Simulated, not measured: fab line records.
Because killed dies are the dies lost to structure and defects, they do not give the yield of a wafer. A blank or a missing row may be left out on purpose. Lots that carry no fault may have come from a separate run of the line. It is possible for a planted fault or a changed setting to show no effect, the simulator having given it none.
8D (eight disciplines) problem report, filled in by code	flow nand harc	the parts of the form that need people (team, actions taken, sign-off) are left out

## 1. WHAT IS WRONG
At NHARC_A_ONON_D1_THK_MEAS_34, thk nm averages 220.6 nm over 2 wafers from 2 lots, while fault-free wafers read 200.4 nm, standard deviation 2.7. That puts it +7.5 standard deviations away from the usual mean.
The step: measures by ellipsometry.
Earliest sighting: wafer L127.2 on film metro-01 at day 12 07:13. Wafers with a number at this step in the record: 39, from 13 lots. The rule behind "out" and "out of limits": a value lying over 4 standard deviations away from the usual mean. The rest of the wafers with a number are treated as sound.

## 2. WHAT IT IS, AND WHAT IT ISN'T
question	is	is not
which readings at this step	thk nm	-
which lots	L127, L128	L118, L119, L120, L124, L132, L134, L135, L138, L139, L140, L141
which wafers of those lots	L127.2, L128.3	L127.1, L127.6, L128.2, L128.4
read on which gauges	film metro-01, film metro-02	-
when	from day 12 07:13	up to then (14 sound wafers); but 23 sound wafers of L128, L132, L134, L135, L138, L139, L140, L141 came after

## 3. THE SUSPECTS, EACH WITH WHAT RULES IT OUT
Counting: any tool at a process step up to the reading remains a suspect provided it ran every lot that is out. Sound lots after the first of them don't rule it out here, since some wafers of a struck lot are sound.
- the gauge at NHARC_A_ONON_D1_THK_MEAS_34 is ruled out. Those wafers that are out were read across 2 gauges (film metro-01, film metro-02).
- pecvd-01 at NHARC_A_ONON_D1_DEP_33 (deposits SiO2, target thk 200 nm): kept. Every lot that is out went through it, the first being L127 (day 12 06:49); the last sound lot it ran before that was L124 (day 10 23:10). On those wafers its own readings are out: rf fwd power W, showerhead vpp V.
- At NHARC_A_ONON_D1_DEP_33, inside pecvd-01: chamber 0 took the wafers that are out, while their sound lot-mates went through chambers 1, 2.
The count leaves pecvd-01 at NHARC_A_ONON_D1_DEP_33.

## 4. THE CAUSE (what the simulator had put in)
pecvd-01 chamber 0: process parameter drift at NHARC_A_ONON_D1_DEP_33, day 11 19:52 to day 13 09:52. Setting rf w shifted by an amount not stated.
The count eliminated every tool but this one.

## 5. THE EFFECT CHAIN, in route order
Each row: a reading whose mean over the struck wafers that have a number lies more than 3 standard deviations from the usual. Scope: only readings with a usual standard deviation given in the record; hours: median across lots of the time from each lot's start at the first step in this table that gives one to its start at this step; sigmas: change in usual standard deviations.
hours	step	reading	usual	on struck wafers	change	sigmas
0	NHARC_A_ONON_D1_DEP_33	rf fwd power W	898 W	1261	+363	+99 or more
0	NHARC_A_ONON_D1_DEP_33	showerhead vpp V	1902 V	2269	+367	+5.6
0	NHARC_A_ONON_D1_THK_MEAS_34	thk nm	200.4 nm	220.6	+20.2	+7.5
Process steps it contains:
- NHARC_A_ONON_D1_DEP_33: deposits SiO2, target thk 200 nm.

## 6. WHAT WOULD HAVE CAUGHT IT SOONER
11 hours passed between the start of the fault at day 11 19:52 and the first reading out of limits at a measuring or inspecting step in this record, taken at day 12 07:13.
Tool's own readings at NHARC_A_ONON_D1_DEP_33, rf fwd power W, showerhead vpp V: out on all struck wafers the step has rows for; an alarm limit on them would have tripped on the first.
Among the 2 lots that are out, L128 began NHARC_A_ONON_D1_DEP_33 on pecvd-01 after day 12 07:13. A hold on the tool at that time would have spared it.
